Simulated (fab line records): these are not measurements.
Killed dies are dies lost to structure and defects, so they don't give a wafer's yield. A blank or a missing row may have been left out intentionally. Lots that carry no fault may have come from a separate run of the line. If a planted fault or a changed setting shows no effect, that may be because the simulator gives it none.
Matching of chambers || flow nandHarc || NHARC_A_CONTACT_CMP_20 on cmp-02: 4 sister chambers
The step polishes, t overpolish 30 s, target thk 300 nm. 8 wafers are shown with their chamber, then 9 later ones without.

== WAFERS, EACH WITH ITS CHAMBER ==
{"wafer": "L079.1", "chamber": 2, "motorCurrentA (A)": 9.7, "overpolishRunS (s)": 29.996}
{"wafer": "L084.2", "chamber": 1, "motorCurrentA (A)": 11.4, "overpolishRunS (s)": 29.996}
{"wafer": "L084.6", "chamber": 0, "motorCurrentA (A)": 12.4, "overpolishRunS (s)": 30.014}
{"wafer": "L087.2", "chamber": 1, "motorCurrentA (A)": 11.3, "overpolishRunS (s)": 30.005}
{"wafer": "L087.3", "chamber": 2, "motorCurrentA (A)": 10.0, "overpolishRunS (s)": 30.004}
{"wafer": "L088.4", "chamber": 3, "motorCurrentA (A)": 12.3, "overpolishRunS (s)": 29.998}
{"wafer": "L088.5", "chamber": 0, "motorCurrentA (A)": 12.0, "overpolishRunS (s)": 29.993}
{"wafer": "L088.6", "chamber": 3, "motorCurrentA (A)": 11.7, "overpolishRunS (s)": 30.004}

== WAFERS WITHOUT THEIR CHAMBER ==
{"wafer": "L090.2", "motorCurrentA (A)": 12.4, "overpolishRunS (s)": 30.007}
{"wafer": "L090.3", "motorCurrentA (A)": 12.4, "overpolishRunS (s)": 29.986}
{"wafer": "L090.6", "motorCurrentA (A)": 13.1, "overpolishRunS (s)": 29.997}
{"wafer": "L091.1", "motorCurrentA (A)": 10.3, "overpolishRunS (s)": 30.014}
{"wafer": "L091.4", "motorCurrentA (A)": 12.6, "overpolishRunS (s)": 30.005}
{"wafer": "L091.5", "motorCurrentA (A)": 11.9, "overpolishRunS (s)": 30.021}
{"wafer": "L096.1", "motorCurrentA (A)": 11.9, "overpolishRunS (s)": 30.001}
{"wafer": "L096.5", "motorCurrentA (A)": 9.8, "overpolishRunS (s)": 30.005}
{"wafer": "L096.6", "motorCurrentA (A)": 12.0, "overpolishRunS (s)": 30.011}

== THE CHAMBER EACH PASSED THROUGH ==
{"wafer": "L090.2", "from the rows above": "can't be placed: 0 or 3", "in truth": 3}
{"wafer": "L090.3", "from the rows above": "can't be placed: 0 or 3", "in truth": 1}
{"wafer": "L090.6", "from the rows above": "can't be placed: 0 or 3", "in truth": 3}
{"wafer": "L091.1", "from the rows above": "can't be placed: 2 or 1", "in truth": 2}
{"wafer": "L091.4", "from the rows above": "can't be placed: 0 or 3", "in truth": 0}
{"wafer": "L091.5", "from the rows above": "can't be placed: 0 or 3 or 1", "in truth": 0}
{"wafer": "L096.1", "from the rows above": "can't be placed: 3 or 0 or 1", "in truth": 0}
{"wafer": "L096.5", "from the rows above": 2, "in truth": 2}
{"wafer": "L096.6", "from the rows above": "can't be placed: 0 or 3 or 1", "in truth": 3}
Placed correctly: 1 of 9. Not placeable from these rows: 8 (in 7, the candidates include the true chamber). Wrongly placed: 0.
How it was worked out, from the rows above alone: a wafer's distance from a chamber is the root of the sum, over the readings, of the square of ((its reading less the chamber's mean) divided by the reading's scatter). The wafer belongs to the nearest chamber; if the next one is less than 2 further off, it can't be placed. For every chamber, the mean is computed from those of its wafers that are shown. The scatter: the root of (the sum of the squares of (reading less its chamber's mean) over the shown wafers, divided by (wafers less chambers)).
